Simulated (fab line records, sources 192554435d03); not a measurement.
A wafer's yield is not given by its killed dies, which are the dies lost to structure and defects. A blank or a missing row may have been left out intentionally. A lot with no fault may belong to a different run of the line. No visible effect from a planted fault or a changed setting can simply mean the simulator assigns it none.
A struck lot beside a sound one ; flow n5 finfet ; 37 steps out of a route of 1938
Sound: the wafers L225.1, L225.5, L225.6. The struck wafers were L222.1, L222.2, L222.4. The cause comes at the end.
Order at every step that has rows: each side's tool, ch and its chambers, its first start. Under that, the readings that differ: sound wafers ; struck wafers ; difference of the means ; sigmas: that difference in standard deviations of wafers without a fault.
alike: same words and numbers on both sides, and readings whose means sit less than 2 such deviations apart. not compared: any withheld reading, any reading some wafer has no value for, any bound like >300 that may hide the same value, and any number with overlapping values for which the record gives no deviation.
Wherever a step has rows on one side only, a row that says differs or no value, or a row with sigmas, the two part there. When numbers do not overlap yet have no deviation, they are printed without sigmas and do not part them. A reading that every wafer of one side lacks parts them only if that side has two wafers or more.

first, 10 steps without rows for these wafers: N5_MOL_CONTACT_COAG_CO_FILL_22 (material Co, precursor CCTBA/H2, target thk 20 nm); N5_MOL_CONTACT_COAG_ANNEAL_113 (time 300 s); N5_MOL_CONTACT_COAG_PRE_CLEAN_142 (time 60 s); N5_MOL_CONTACT_COAG_SPUTTER_130 (material Co, target thk 47.5 nm); N5_MOL_CONTACT_COAG_PRECLEAN_125 (cleans in DIW, time 57.5 s); N5_MOL_CONTACT_COAG_SRD_126 (dry time 32 s); N5_MOL_CONTACT_COAG_CMP_23 (polishes, stops on SiO2, t overpolish 1.5 s, target thk 0 nm); N5_MOL_CONTACT_COAG_WET_ETCH_26 (target Co, target depth 13 nm); N5_MOL_CONTACT_COAG_WET_ETCH_116 (etches the open film in SC1-inhibited, target depth 4.6 nm, rinse time 30 s); N5_MOL_CONTACT_COAG_ALD_27 (deposits SiOC, target thk 17 nm, pulse time 1.5 s, time 2720 s).
N5_MOL_CONTACT_COAG_CMP_28: polishes, stops on SiNx, t overpolish 0.85 s, target thk 14.522 nm.
  sound on cmp-01 ch 0,2,3, day 9 20:02; struck on cmp-02 ch 0,2,3, day 9 01:03
  alike: motor current A, slurry flow ml min, time to endpoint s
then, 23 steps without rows for these wafers: N5_MOL_CONTACT_COAG_ALD_123 (deposits SiNx, target thk 5 nm, pulse time 1 s, purge time 2 s); N5_MOL_CONTACT_COAG_PECVD_31 (deposits SiO2 from TEOS/O2, target thk 46 nm, time 8.9 s); N5_MOL_CONTACT_COAG_COAT_75 (time 60 s, resist thk 60 nm); N5_MOL_CONTACT_COAG_COAT_76 (time 60 s, resist thk 10 nm); N5_MOL_CONTACT_COAG_COAT_77 (time 60 s, resist thk 10 nm); N5_MOL_CONTACT_COAG_COAT_78 (resist thk 40 nm); N5_MOL_CONTACT_COAG_EBR_80; N5_MOL_CONTACT_COAG_SOFTBAKE_79 (time 60 s); N5_MOL_CONTACT_COAG_EXPOSE_81 (exposes mask VG, defocus 0 nm); N5_MOL_CONTACT_COAG_PEB_82 (peb time 60 s); N5_MOL_CONTACT_COAG_DEVELOP_83 (develop time 30 s); N5_MOL_CONTACT_COAG_DESCUM_88 (chemistry O2, time 7 s); N5_MOL_CONTACT_COAG_ETCH_89 (etches underlayer in N2/H2, target depth 13 nm, time 10.4 s); N5_MOL_CONTACT_COAG_ETCH_90 (etches SiARC in CF4, target depth 13 nm, time 21.7 s); N5_MOL_CONTACT_COAG_ALD_131 (deposits SiO2, target thk 5 nm, pulse time 1 s, co reactant pulse time 1 s); N5_MOL_CONTACT_COAG_ETCHBACK_132 (etches SiO2 in CHF3, target depth 10 nm, time 6.7 s); N5_MOL_CONTACT_COAG_ETCH_91 (etches SOC in N2/H2, target depth 60 nm, overetch 21 nm, time 101.2 s); N5_MOL_CONTACT_COAG_STRIP_92 (strips in N2/H2); N5_MOL_CONTACT_COAG_STRIP_93 (strips in N2/H2); N5_MOL_CONTACT_COAG_ETCHBACK_135 (etches SiO2 in CHF3, target depth 25 nm, time 16.7 s); N5_MOL_CONTACT_COAG_STRIP_118 (strips in CHF3); N5_MOL_CONTACT_COAG_VIA_ETCH_46 (etches SiO2 in C4F6/O2, target depth 46 nm, overetch 9.2 nm, time 40 s); N5_MOL_CONTACT_COAG_STRIP_96 (strips in N2/H2).
N5_MOL_CONTACT_COAG_ETCH_47: etches SiNx in CH3F/O2, stops on W, target depth 27 nm.
  sound on rie diel-02 ch 0,2,3, day 9 22:07; struck on rie diel-01 ch 0,1,2, day 9 02:58
reading;sound;struck;difference;sigmas
model.etch.depth nm (nm);17.92 17.87 17.94;18.01 17.99 18.08;+0.12;
  alike: drypump motor current A, etch rf on time s, oes product au, rf vpp V, showerhead plenum p Torr, throttle valve pct
  not compared: rf hours counter h
then, 1 step without rows for these wafers: N5_MOL_CONTACT_COAG_STRIP_119 (strips in N2/H2, time 30 s).
-- a jump in the record: the struck wafers' starts before and after are 3 days apart (it breaks off in module MOL_CONTACT_COAG and resumes in module BEOL_M4, where the first step shown is number 1111 of the route) --
N5_BEOL_M4_RC_MEAS_101:
  sound on prober-01 ch 0, day 12 12:47; struck on prober-01 ch 0, day 11 15:34
  alike: DIBL_N, DIBL_P, IOFF_N, IOFF_P, ION_N, ION_P, SS_N, SS_P, VT_N, VT_P

## WHERE THEY PART
Nowhere in this record.

WHY: what had been put in by the simulator
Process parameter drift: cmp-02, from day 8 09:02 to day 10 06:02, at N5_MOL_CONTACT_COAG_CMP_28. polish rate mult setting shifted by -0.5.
